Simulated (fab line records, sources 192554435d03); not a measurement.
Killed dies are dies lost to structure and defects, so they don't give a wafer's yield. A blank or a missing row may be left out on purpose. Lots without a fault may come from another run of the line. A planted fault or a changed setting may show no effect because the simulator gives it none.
Chamber matching | flow n5_finfet | N5_BEOL_M11_ETCH_66 on rie_diel-01: 4 sister chambers
The step etches SOC in N2/H2, target depth 120 nm, overetch 24 nm, time 180 s. 14 wafers are shown with their chamber, then 7 later ones without.

WAFERS WITH THEIR CHAMBER
wafer  | chamber | showerhead_plenum_p_Torr (Torr) | drypump_motor_current_A (A) | rf_vpp_V (V)
L075.2 | 3       | 2.43                            | 6.5                         | 521.0
L075.3 | 0       | 2.53                            | 5.8                         | 524.6
L075.5 | 1       | 2.52                            | 6.1                         | 521.9
L078.1 | 0       | 2.53                            | 5.7                         | 522.9
L078.2 | 3       | 2.42                            | 6.5                         | 520.0
L078.3 | 2       | 2.64                            | 5.5                         | 526.6
L082.4 | 1       | 2.52                            | 6.1                         | 522.8
L082.5 | 3       | 2.42                            | 6.4                         | 520.4
L082.6 | 2       | 2.63                            | 5.5                         | 526.8
L081.2 | 0       | 2.53                            | 5.8                         | 523.9
L081.3 | 2       | 2.63                            | 5.5                         | 526.0
L081.5 | 3       | 2.42                            | 6.4                         | 520.4
L089.2 | 2       | 2.62                            | 5.5                         | 526.6
L089.4 | 0       | 2.52                            | 5.7                         | 522.2

SIGNATURES (means of the wafers above)
reading                  | chamber 0 | chamber 1 | chamber 2 | chamber 3 | scatter within a chamber
showerhead_plenum_p_Torr | 2.5275    | 2.5200    | 2.6300    | 2.4225    | 0.00592
drypump_motor_current_A  | 5.750     | 6.100     | 5.500     | 6.450     | 0.0447
rf_vpp_V                 | 523.400   | 522.350   | 526.500   | 520.450   | 0.682
Rule: a wafer's distance from a chamber is the root of the sum, over the readings, of the square of ((its reading less the chamber's mean) divided by the reading's scatter). The wafer belongs to the nearest chamber; if the next one is less than 2 further off, it can't be placed. The scatter: the root of (the sum of the squares of (reading less its chamber's mean) over the shown wafers, divided by (wafers less chambers)).

WAFERS WITHOUT THEIR CHAMBER
wafer  | showerhead_plenum_p_Torr (Torr) | drypump_motor_current_A (A) | rf_vpp_V (V)
L089.5 | 2.51                            | 6.1                         | 522.6
L092.4 | 2.62                            | 5.5                         | 526.1
L092.5 | 2.42                            | 6.4                         | 519.5
L092.6 | 2.52                            | 5.8                         | 523.7
L094.1 | 2.50                            | 6.1                         | 522.0
L094.2 | 2.61                            | 5.5                         | 525.4
L094.3 | 2.41                            | 6.5                         | 518.8

WHICH CHAMBER EACH WENT THROUGH
wafer  | from the rows above | in truth
L089.5 | 1                   | 1
L092.4 | 2                   | 2
L092.5 | 3                   | 3
L092.6 | 0                   | 0
L094.1 | 1                   | 1
L094.2 | 2                   | 2
L094.3 | 3                   | 3
Placed correctly: 7 of 7. Can't be placed from these rows: 0. Placed wrongly: 0.
